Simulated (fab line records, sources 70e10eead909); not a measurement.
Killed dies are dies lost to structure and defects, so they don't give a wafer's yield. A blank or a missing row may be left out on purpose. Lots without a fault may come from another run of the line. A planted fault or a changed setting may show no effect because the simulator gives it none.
Which tool did it? | flow nand_harc | 12 lots, 36 wafers sampled, at 6 steps of a route of 1302

WHAT THE GAUGES READ, wafer by wafer
NHARC_P_BONDPAD_INSPECT_23. Usual: raw_defect_count 310, standard deviation 100.
lot  | measured     | on                | raw_defect_count | flag
L142 | day 6 20:26  | defect_inspect-01 | 221 198 260      |
L146 | day 8 10:13  | defect_inspect-01 | 301 236 211      |
L148 | day 9 00:34  | defect_inspect-01 | 175 418 177      |
L151 | day 10 18:47 | defect_inspect-02 | 459 442 267      |
L155 | day 12 03:51 | defect_inspect-01 | 379 354 239      |
L158 | day 13 07:27 | defect_inspect-02 | 309 205 241      |
L160 | day 14 05:37 | defect_inspect-01 | 198 265 319      |
L161 | day 14 15:31 | defect_inspect-02 | 495 436 196      |
L162 | day 15 01:14 | defect_inspect-02 | 280 361 310      |
L163 | day 15 08:08 | defect_inspect-01 | 327 299 257      |
L164 | day 15 22:51 | defect_inspect-02 | 385 381 422      |
L165 | day 16 14:33 | defect_inspect-02 | 275 206 291      |

NHARC_A_ZERO_WELL_INSPECT_17. Usual: raw_defect_count 10, standard deviation 5.1.
lot  | measured     | on                | raw_defect_count | flag
L142 | day 6 23:05  | defect_inspect-01 | 8 10 16          |
L146 | day 8 13:04  | defect_inspect-01 | 7 4 1385         | OFF
L148 | day 9 03:20  | defect_inspect-01 | 13 1400 18       | OFF
L151 | day 10 21:37 | defect_inspect-02 | 6 11 12          |
L155 | day 12 06:50 | defect_inspect-01 | 1 7 4            |
L158 | day 13 10:13 | defect_inspect-02 | 2 7 11           |
L160 | day 14 08:16 | defect_inspect-02 | 13 14 2          |
L161 | day 14 18:09 | defect_inspect-02 | 6 11 0           |
L162 | day 15 04:04 | defect_inspect-01 | 4 5 5            |
L163 | day 15 10:55 | defect_inspect-02 | 14 5 14          |
L164 | day 16 01:31 | defect_inspect-01 | 4 8 7            |
L165 | day 16 17:49 | defect_inspect-02 | 8 6 3            |

NHARC_END_SORT_01. Usual: killed_at_array 58, standard deviation 19; killed_at_other 1.1, standard deviation 1.2; killed_at_periphery 3.8, standard deviation 2.4; killed_dies 63, standard deviation 18; killed_open 3.3, standard deviation 1.8; killed_short 2.2, standard deviation 1.6.
lot  | measured     | on        | killed_at_array | killed_at_other | killed_at_periphery | killed_dies | killed_open | killed_short | flag
L146 | day 25 16:38 | prober-02 | 71 74 150       | 1 0 0           | 4 2 2               | 76 76 152   | 3 4 3       | 2 3 2        |
L148 | day 26 10:38 | prober-01 | 31 131 34       | 1 1 0           | 2 2 0               | 34 134 34   | 6 2 1       | 5 0 4        |
L155 | day 30 02:42 | prober-02 | 51 39           | 2 1             | 3 1                 | 56 41       | 3 3         | 1 1          |

WHICH TOOL RAN EACH LOT (tool, then ch and the chambers of the sampled wafers, then the start)
lot  | NHARC_P_BONDPAD_PRE_CLEAN_26            | NHARC_P_BONDPAD_PVD_27                  | NHARC_A_ZERO_WELL_ETCH_19
L142 | pvd_sputter-01, day 6 20:26 or earlier  | pvd_sputter-01, day 6 20:26 or earlier  | rie_diel-10 ch 2,3, day 6 21:51
L146 | pvd_sputter-01, day 8 10:13 or earlier  | pvd_sputter-01, day 8 10:13 or earlier  | rie_diel-10 ch 0,1,2, day 8 11:50
L148 | pvd_sputter-03, day 9 00:34 or earlier  | pvd_sputter-03, day 9 00:34 or earlier  | rie_diel-10 ch 0,2,3, day 9 02:08
L151 | pvd_sputter-02, day 10 18:47 or earlier | pvd_sputter-02, day 10 18:47 or earlier | rie_diel-01 ch 0,2,3, day 10 20:21
L155 | pvd_sputter-01, day 12 03:51 or earlier | pvd_sputter-01, day 12 03:51 or earlier | rie_diel-01 ch 2,3, day 12 05:25
L158 | pvd_sputter-01, day 13 07:27 or earlier | pvd_sputter-01, day 13 07:27 or earlier | rie_diel-01 ch 0,2,3, day 13 09:00
L160 | pvd_sputter-01, day 14 05:37 or earlier | pvd_sputter-01, day 14 05:37 or earlier | rie_diel-06 ch 1,2, day 14 07:03
L161 | pvd_sputter-03, day 14 15:31 or earlier | pvd_sputter-03, day 14 15:31 or earlier | rie_diel-10 ch 0,3, day 14 16:56
L162 | pvd_sputter-02, day 15 01:14 or earlier | pvd_sputter-02, day 15 01:14 or earlier | rie_diel-10 ch 0,3, day 15 02:49
L163 | pvd_sputter-03, day 15 08:08 or earlier | pvd_sputter-03, day 15 08:08 or earlier | rie_diel-10 ch 1,3, day 15 09:41
L164 | pvd_sputter-01, day 15 22:51 or earlier | pvd_sputter-01, day 15 22:51 or earlier | rie_diel-10 ch 1,2,3, day 16 00:17
L165 | pvd_sputter-02, day 16 14:33 or earlier | pvd_sputter-02, day 16 14:33 or earlier | rie_diel-10 ch 0,1,3, day 16 15:59
- NHARC_P_BONDPAD_PRE_CLEAN_26: time 30 s.
- NHARC_P_BONDPAD_PVD_27: deposits Cu, target thk 30 nm, time 20.49 s.
- NHARC_A_ZERO_WELL_ETCH_19: etches the open film in N2/H2, target depth 80 nm, overetch 24 nm, time 87.88 s.

WHAT THE TOOLS THEMSELVES READ (means of the sampled wafers that have a number; where no wafer has one, the mark that the record gives instead)
NHARC_P_BONDPAD_PRE_CLEAN_26. Usual: heater_power_w 412 W, standard deviation 50.
lot  | tool           | heater_power_w (W) | flag
L142 | pvd_sputter-01 | 469                |
L146 | pvd_sputter-01 | 403                |
L148 | pvd_sputter-03 | 375                |
L151 | pvd_sputter-02 | 401                |
L155 | pvd_sputter-01 | 487                |
L158 | pvd_sputter-01 | 467                |
L160 | pvd_sputter-01 | 426                |
L161 | pvd_sputter-03 | 360                |
L162 | pvd_sputter-02 | 410                |
L163 | pvd_sputter-03 | 375                |
L164 | pvd_sputter-01 | 450                |
L165 | pvd_sputter-02 | 434                |

NHARC_P_BONDPAD_PVD_27. Usual: throttle_valve_pct 29.1 %, standard deviation 1.1.
lot  | tool           | throttle_valve_pct (%) | flag
L142 | pvd_sputter-01 | 27.4                   |
L146 | pvd_sputter-01 | 28.3                   |
L148 | pvd_sputter-03 | 29.6                   |
L151 | pvd_sputter-02 | 30.0                   |
L155 | pvd_sputter-01 | 28.4                   |
L158 | pvd_sputter-01 | 28.3                   |
L160 | pvd_sputter-01 | 28.9                   |
L161 | pvd_sputter-03 | 30.1                   |
L162 | pvd_sputter-02 | 29.6                   |
L163 | pvd_sputter-03 | 29.8                   |
L164 | pvd_sputter-01 | 29.3                   |
L165 | pvd_sputter-02 | 29.9                   |

NHARC_A_ZERO_WELL_ETCH_19. Usual: drypump_motor_current_A 5.9 A, standard deviation 0.47; h2_flow_sccm 150.0 sccm, standard deviation 0.46; mfc_ar_sccm 0.012 sccm, standard deviation 0.011; oes_product_au 0.998 a.u., standard deviation 0.012; rf_vpp_V 430.8 V, standard deviation 2.7; showerhead_plenum_p_Torr 2.05 Torr, standard deviation 0.093; throttle_valve_pct 14.173 %, standard deviation 0.0082.
lot  | tool        | drypump_motor_current_A (A) | h2_flow_sccm (sccm) | mfc_ar_sccm (sccm) | oes_product_au (a.u.) | rf_vpp_V (V) | showerhead_plenum_p_Torr (Torr) | throttle_valve_pct (%) | flag
L142 | rie_diel-10 | 6.1                         | 150.3               | 0.019              | 1.001                 | 431.9        | 2.07                            | 14.177                 |
L146 | rie_diel-10 | 6.2                         | 150.3               | 0.009              | 0.996                 | 430.2        | 2.02                            | 14.166                 |
L148 | rie_diel-10 | 6.0                         | 149.7               | 0.017              | 0.990                 | 429.7        | 2.01                            | 14.171                 |
L151 | rie_diel-01 | 5.7                         | 149.6               | 0.013              | 0.988                 | 429.8        | 2.02                            | 14.163                 |
L155 | rie_diel-01 | 5.3                         | 150.2               | 0.017              | 0.979                 | 431.2        | 2.07                            | 14.180                 |
L158 | rie_diel-01 | 5.7                         | 150.1               | 0.013              | 0.993                 | 429.0        | 2.02                            | 14.174                 |
L160 | rie_diel-06 | 5.4                         | 149.7               | 0.008              | 1.000                 | 431.5        | 2.06                            | 14.175                 |
L161 | rie_diel-10 | 6.3                         | 150.0               | 0.027              | 1.000                 | 432.0        | 2.07                            | 14.167                 |
L162 | rie_diel-10 | 6.3                         | 150.3               | 0.027              | 1.003                 | 431.8        | 2.07                            | 14.174                 |
L163 | rie_diel-10 | 6.5                         | 150.4               | 0.021              | 1.000                 | 434.2        | 2.14                            | 14.176                 |
L164 | rie_diel-10 | 6.2                         | 150.1               | 0.011              | 1.001                 | 431.8        | 2.07                            | 14.179                 |
L165 | rie_diel-10 | 6.4                         | 150.2               | 0.019              | 1.003                 | 431.5        | 2.08                            | 14.170                 |

THE ANSWER, worked out from the rows above alone
Rule: a lot is off if the mean of its wafers that have a number lies more than 3 standard deviations from the usual mean. A lot without any number at a reading at which 4 lots or more have one is off too. The other lots that the step has rows for count as sound. The gauges are gone through in route order, then the tools' own readings, and for those a lot's mean is taken as printed above. The first step at which some lot is off is used, and at that step the reading that is off furthest; a lot without a number counts as furthest.
Off: L146, L148, at NHARC_A_ZERO_WELL_INSPECT_17 (raw_defect_count).
A tool fits if, at a process step before that reading, it ran every lot that is off, and no sound lot after the first of them. The gauges at NHARC_A_ZERO_WELL_INSPECT_17 are tried like those tools. NHARC_P_BONDPAD_PRE_CLEAN_26 gives no start for some lots, so the hours and the order of its lots are those of NHARC_P_BONDPAD_INSPECT_23. NHARC_P_BONDPAD_PVD_27 gives no start for some lots, so the hours and the order of its lots are those of NHARC_P_BONDPAD_INSPECT_23. None of those tried fits.

WHAT THE SIMULATOR HAD PUT IN
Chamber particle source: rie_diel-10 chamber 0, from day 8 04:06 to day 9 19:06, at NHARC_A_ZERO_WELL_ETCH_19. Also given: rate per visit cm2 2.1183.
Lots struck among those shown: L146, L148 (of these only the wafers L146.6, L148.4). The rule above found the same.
